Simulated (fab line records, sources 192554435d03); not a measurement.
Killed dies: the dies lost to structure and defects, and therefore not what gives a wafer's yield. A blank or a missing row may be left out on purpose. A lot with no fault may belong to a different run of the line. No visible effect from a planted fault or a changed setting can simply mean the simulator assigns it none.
The tool behind it: which one? / flow n5_finfet / 27 wafers from 9 lots sampled at 5 of the route's 1938 steps

## WHAT THE GAUGES SHOWED, per wafer
N5_HKMG_FIN_INSPECT_61: inspects for defects (macro).
lot=L555; measured=day 4 07:15; on=defect_inspect-01; raw_defect_count=1 1 1
lot=L559; measured=day 5 07:38; on=defect_inspect-01; raw_defect_count=1 1 2
lot=L561; measured=day 5 19:37; on=defect_inspect-02; raw_defect_count=2 1 0
lot=L563; measured=day 6 05:09; on=defect_inspect-01; raw_defect_count=1 2 2
lot=L564; measured=day 6 11:14; on=defect_inspect-02; raw_defect_count=2 3 0
lot=L565; measured=day 6 18:32; on=defect_inspect-02; raw_defect_count=2 2 3
lot=L568; measured=day 7 13:51; on=defect_inspect-02; raw_defect_count=0 2 3
lot=L574; measured=day 9 02:52; on=defect_inspect-02; raw_defect_count=1 2 2
lot=L577; measured=day 9 20:43; on=defect_inspect-01; raw_defect_count=1 2 3

N5_BEOL_M4_RC_MEAS_101.
lot=L555; measured=day 7 16:49; on=prober-02; DIBL_N (mV/V)=41.7 36.4 36.7; DIBL_P (mV/V)=41.5 34.4 34.5; IOFF_N (nA/um)=0.27 0.14 0.15; IOFF_P (nA/um)=0.30 0.17 0.18; ION_N (uA/um)=687 663 664; ION_P (uA/um)=465 449 449; SS_N (mV/dec)=73.2 71.2 71.7; SS_P (mV/dec)=75.1 73.3 74.0; VT_N (mV)=244 255 255; VT_P (mV)=-247 -257 -255
lot=L559; measured=day 9 00:22; on=prober-01; DIBL_N (mV/V)=40.5 32.2 38.0; DIBL_P (mV/V)=41.9 32.5 39.1; IOFF_N (nA/um)=0.23 0.09 0.18; IOFF_P (nA/um)=0.29 0.15 0.24; ION_N (uA/um)=687 647 681; ION_P (uA/um)=465 452 465; SS_N (mV/dec)=72.0 69.8 71.5; SS_P (mV/dec)=73.8 71.4 73.0; VT_N (mV)=244 258 248; VT_P (mV)=-245 -253 -247
lot=L561; measured=day 9 20:40; on=prober-02; DIBL_N (mV/V)=30.3 31.6 36.3; DIBL_P (mV/V)=32.5 34.5 39.7; IOFF_N (nA/um)=0.10 0.12 0.23; IOFF_P (nA/um)=0.14 0.16 0.26; ION_N (uA/um)=645 651 681; ION_P (uA/um)=441 453 464; SS_N (mV/dec)=71.2 70.9 73.6; SS_P (mV/dec)=71.8 72.6 73.7; VT_N (mV)=256 252 244; VT_P (mV)=-257 -254 -246
lot=L563; measured=day 10 02:14; on=prober-01; DIBL_N (mV/V)=39.2 35.1 33.3; DIBL_P (mV/V)=43.4 35.1 35.7; IOFF_N (nA/um)=0.28 0.17 0.13; IOFF_P (nA/um)=0.33 0.18 0.17; ION_N (uA/um)=689 666 677; ION_P (uA/um)=471 456 464; SS_N (mV/dec)=72.0 71.2 69.9; SS_P (mV/dec)=75.1 73.2 72.6; VT_N (mV)=242 249 251; VT_P (mV)=-243 -254 -253
lot=L564; measured=day 10 04:03; on=prober-02; DIBL_N (mV/V)=39.1 37.2 34.3; DIBL_P (mV/V)=38.4 37.8 34.9; IOFF_N (nA/um)=0.18 0.15 0.12; IOFF_P (nA/um)=0.22 0.21 0.18; ION_N (uA/um)=668 665 651; ION_P (uA/um)=458 455 456; SS_N (mV/dec)=72.7 71.9 70.4; SS_P (mV/dec)=74.4 73.5 73.3; VT_N (mV)=251 251 254; VT_P (mV)=-250 -252 -255
lot=L565; measured=day 11 02:02; on=prober-02; DIBL_N (mV/V)=39.5 35.1 37.1; DIBL_P (mV/V)=40.3 34.3 36.4; IOFF_N (nA/um)=0.23 0.14 0.19; IOFF_P (nA/um)=0.28 0.19 0.21; ION_N (uA/um)=685 686 678; ION_P (uA/um)=460 473 457; SS_N (mV/dec)=72.8 70.6 71.6; SS_P (mV/dec)=74.4 73.1 73.3; VT_N (mV)=245 252 247; VT_P (mV)=-247 -254 -253
lot=L568; measured=day 11 03:30; on=prober-01; DIBL_N (mV/V)=41.8 34.5 35.7; DIBL_P (mV/V)=41.4 32.9 33.3; IOFF_N (nA/um)=0.27 0.13 0.13; IOFF_P (nA/um)=0.33 0.18 0.18; ION_N (uA/um)=684 668 650; ION_P (uA/um)=463 462 447; SS_N (mV/dec)=73.2 70.4 71.9; SS_P (mV/dec)=74.9 72.5 73.4; VT_N (mV)=247 251 256; VT_P (mV)=-243 -251 -251
lot=L574; measured=day 13 08:08; on=prober-01; DIBL_N (mV/V)=37.2 33.4 34.2; DIBL_P (mV/V)=38.7 33.9 34.3; IOFF_N (nA/um)=0.19 0.13 0.15; IOFF_P (nA/um)=0.26 0.19 0.20; ION_N (uA/um)=677 662 682; ION_P (uA/um)=464 463 472; SS_N (mV/dec)=71.9 70.9 71.5; SS_P (mV/dec)=73.6 72.9 72.6; VT_N (mV)=248 253 246; VT_P (mV)=-248 -250 -249
lot=L577; measured=day 14 13:20; on=prober-01; DIBL_N (mV/V)=35.6 37.2 35.3; DIBL_P (mV/V)=36.6 38.3 36.1; IOFF_N (nA/um)=0.14 0.17 0.13; IOFF_P (nA/um)=0.17 0.19 0.16; ION_N (uA/um)=672 683 650; ION_P (uA/um)=454 463 445; SS_N (mV/dec)=71.1 71.8 70.9; SS_P (mV/dec)=72.9 73.6 73.2; VT_N (mV)=252 251 254; VT_P (mV)=-256 -254 -258

## EACH LOT AND THE TOOL THAT RAN IT (in order: tool; ch and the chambers of the sampled wafers; start)
lot=L555; N5_HKMG_FIN_ALD_79=ald_metal-01 ch 1,2, day 4 09:13; N5_HKMG_FIN_PWFM_ALD_03=ald_metal-03 ch 0,1,2, day 4 10:23; N5_HKMG_FIN_ETCH_32=rie_diel-04 ch 0,1, day 4 11:25
lot=L559; N5_HKMG_FIN_ALD_79=ald_metal-04 ch 0,1,3, day 5 09:02; N5_HKMG_FIN_PWFM_ALD_03=ald_metal-04 ch 0,1,3, day 5 10:08; N5_HKMG_FIN_ETCH_32=rie_diel-06 ch 0,1,2, day 5 11:01
lot=L561; N5_HKMG_FIN_ALD_79=ald_metal-01 ch 0,2,3, day 5 21:01; N5_HKMG_FIN_PWFM_ALD_03=ald_metal-04 ch 0,1,3, day 5 22:05; N5_HKMG_FIN_ETCH_32=rie_diel-06 ch 1,3, day 5 23:13
lot=L563; N5_HKMG_FIN_ALD_79=ald_metal-03 ch 0,3, day 6 06:33; N5_HKMG_FIN_PWFM_ALD_03=ald_metal-04 ch 0,2, day 6 07:38; N5_HKMG_FIN_ETCH_32=rie_diel-05 ch 1,2, day 6 08:41
lot=L564; N5_HKMG_FIN_ALD_79=ald_metal-04 ch 0,1,2, day 6 12:39; N5_HKMG_FIN_PWFM_ALD_03=ald_metal-04 ch 0,1,3, day 6 13:44; N5_HKMG_FIN_ETCH_32=rie_diel-06 ch 2,3, day 6 14:45
lot=L565; N5_HKMG_FIN_ALD_79=ald_metal-03 ch 0,2, day 6 19:56; N5_HKMG_FIN_PWFM_ALD_03=ald_metal-03 ch 0,2,3, day 6 21:01; N5_HKMG_FIN_ETCH_32=rie_diel-04 ch 0,2, day 6 22:02
lot=L568; N5_HKMG_FIN_ALD_79=ald_metal-03 ch 0,1,3, day 7 15:16; N5_HKMG_FIN_PWFM_ALD_03=ald_metal-04 ch 1,3, day 7 16:36; N5_HKMG_FIN_ETCH_32=rie_diel-04 ch 0,1,3, day 7 17:56
lot=L574; N5_HKMG_FIN_ALD_79=ald_metal-03 ch 0,1,2, day 9 04:17; N5_HKMG_FIN_PWFM_ALD_03=ald_metal-03 ch 0,2, day 9 05:29; N5_HKMG_FIN_ETCH_32=rie_diel-06 ch 1,3, day 9 06:30
lot=L577; N5_HKMG_FIN_ALD_79=ald_metal-01 ch 0,1,3, day 9 23:23; N5_HKMG_FIN_PWFM_ALD_03=ald_metal-01 ch 0,2,3, day 10 00:43; N5_HKMG_FIN_ETCH_32=rie_diel-04 ch 1,2, day 10 01:57
- N5_HKMG_FIN_ALD_79: deposits TiN, target thk 1.5 nm, pulse time 1 s, purge time 3 s.
- N5_HKMG_FIN_PWFM_ALD_03: deposits TiN, target thk 2 nm, pulse time 1 s, purge time 3 s.
- N5_HKMG_FIN_ETCH_32: etches SOC in N2/H2, target depth 240 nm, time 300 s.

## WHAT THE TOOLS THEMSELVES READ (means of the sampled wafers that have a number; where no wafer has one, the mark that the record gives instead)
N5_HKMG_FIN_ALD_79.
lot=L555; tool=ald_metal-01; heater_power_w (W)=1007; precursor_pulse_height_rel=1.016; susceptor_temp_C (C)=400.16
lot=L559; tool=ald_metal-04; heater_power_w (W)=935; precursor_pulse_height_rel=1.017; susceptor_temp_C (C)=400.08
lot=L561; tool=ald_metal-01; heater_power_w (W)=938; precursor_pulse_height_rel=0.988; susceptor_temp_C (C)=399.95
lot=L563; tool=ald_metal-03; heater_power_w (W)=919; precursor_pulse_height_rel=1.005; susceptor_temp_C (C)=400.07
lot=L564; tool=ald_metal-04; heater_power_w (W)=929; precursor_pulse_height_rel=1.013; susceptor_temp_C (C)=400.03
lot=L565; tool=ald_metal-03; heater_power_w (W)=786; precursor_pulse_height_rel=0.993; susceptor_temp_C (C)=399.98
lot=L568; tool=ald_metal-03; heater_power_w (W)=923; precursor_pulse_height_rel=1.005; susceptor_temp_C (C)=399.94
lot=L574; tool=ald_metal-03; heater_power_w (W)=882; precursor_pulse_height_rel=0.992; susceptor_temp_C (C)=400.05
lot=L577; tool=ald_metal-01; heater_power_w (W)=873; precursor_pulse_height_rel=0.998; susceptor_temp_C (C)=399.87

N5_HKMG_FIN_PWFM_ALD_03.
lot=L555; tool=ald_metal-03; heater_power_w (W)=905; precursor_pulse_height_rel=0.994; susceptor_temp_C (C)=399.81
lot=L559; tool=ald_metal-04; heater_power_w (W)=952; precursor_pulse_height_rel=1.002; susceptor_temp_C (C)=400.04
lot=L561; tool=ald_metal-04; heater_power_w (W)=946; precursor_pulse_height_rel=1.008; susceptor_temp_C (C)=399.97
lot=L563; tool=ald_metal-04; heater_power_w (W)=985; precursor_pulse_height_rel=0.994; susceptor_temp_C (C)=399.85
lot=L564; tool=ald_metal-04; heater_power_w (W)=957; precursor_pulse_height_rel=0.993; susceptor_temp_C (C)=399.86
lot=L565; tool=ald_metal-03; heater_power_w (W)=880; precursor_pulse_height_rel=0.985; susceptor_temp_C (C)=400.23
lot=L568; tool=ald_metal-04; heater_power_w (W)=1010; precursor_pulse_height_rel=0.989; susceptor_temp_C (C)=399.99
lot=L574; tool=ald_metal-03; heater_power_w (W)=845; precursor_pulse_height_rel=0.997; susceptor_temp_C (C)=400.19
lot=L577; tool=ald_metal-01; heater_power_w (W)=934; precursor_pulse_height_rel=1.019; susceptor_temp_C (C)=400.07

N5_HKMG_FIN_ETCH_32.
lot=L555; tool=rie_diel-04; drypump_motor_current_A (A)=5.5; oes_product_au (a.u.)=0.71; rf_vpp_V (V)=521.0; showerhead_plenum_p_Torr (Torr)=2.43; throttle_valve_pct (%)=17.71
lot=L559; tool=rie_diel-06; drypump_motor_current_A (A)=6.1; oes_product_au (a.u.)=0.72; rf_vpp_V (V)=521.9; showerhead_plenum_p_Torr (Torr)=2.48; throttle_valve_pct (%)=18.10
lot=L561; tool=rie_diel-06; drypump_motor_current_A (A)=6.3; oes_product_au (a.u.)=0.86; rf_vpp_V (V)=522.4; showerhead_plenum_p_Torr (Torr)=2.50; throttle_valve_pct (%)=17.86
lot=L563; tool=rie_diel-05; drypump_motor_current_A (A)=5.7; oes_product_au (a.u.)=0.84; rf_vpp_V (V)=523.9; showerhead_plenum_p_Torr (Torr)=2.56; throttle_valve_pct (%)=17.65
lot=L564; tool=rie_diel-06; drypump_motor_current_A (A)=5.8; oes_product_au (a.u.)=0.79; rf_vpp_V (V)=521.2; showerhead_plenum_p_Torr (Torr)=2.46; throttle_valve_pct (%)=18.01
lot=L565; tool=rie_diel-04; drypump_motor_current_A (A)=5.7; oes_product_au (a.u.)=0.70; rf_vpp_V (V)=522.8; showerhead_plenum_p_Torr (Torr)=2.49; throttle_valve_pct (%)=17.95
lot=L568; tool=rie_diel-04; drypump_motor_current_A (A)=5.4; oes_product_au (a.u.)=0.77; rf_vpp_V (V)=521.6; showerhead_plenum_p_Torr (Torr)=2.44; throttle_valve_pct (%)=17.56
lot=L574; tool=rie_diel-06; drypump_motor_current_A (A)=6.3; oes_product_au (a.u.)=0.82; rf_vpp_V (V)=521.4; showerhead_plenum_p_Torr (Torr)=2.49; throttle_valve_pct (%)=17.91
lot=L577; tool=rie_diel-04; drypump_motor_current_A (A)=5.6; oes_product_au (a.u.)=0.71; rf_vpp_V (V)=524.2; showerhead_plenum_p_Torr (Torr)=2.57; throttle_valve_pct (%)=17.90

## THE ANSWER, worked out from the rows above alone
Rule: usual is defined by the lots themselves. Put in order of their means at a reading, lots are off if they are a third of the lots or fewer, leave a main group of 4 or more, and stand apart from it by a gap of 3 or more times the standard deviation of the main group's means; of several such gaps the widest counts. If all means in a main group match to the digits the tables above print for the reading, that group is not used. Also off: a lot with no number at a reading for which 4 or more lots have one. Any other lot the step has rows for is counted as sound. Order of review: gauges by route order, followed by the tools' own readings, for which a lot's mean as printed above is used. The first step at which some lot is off is used, and at that step the reading that is off furthest; a lot without a number counts as furthest.
Nothing can be told from this: no lot is off at any reading shown.

## WHAT HAD BEEN PUT IN BY THE SIMULATOR
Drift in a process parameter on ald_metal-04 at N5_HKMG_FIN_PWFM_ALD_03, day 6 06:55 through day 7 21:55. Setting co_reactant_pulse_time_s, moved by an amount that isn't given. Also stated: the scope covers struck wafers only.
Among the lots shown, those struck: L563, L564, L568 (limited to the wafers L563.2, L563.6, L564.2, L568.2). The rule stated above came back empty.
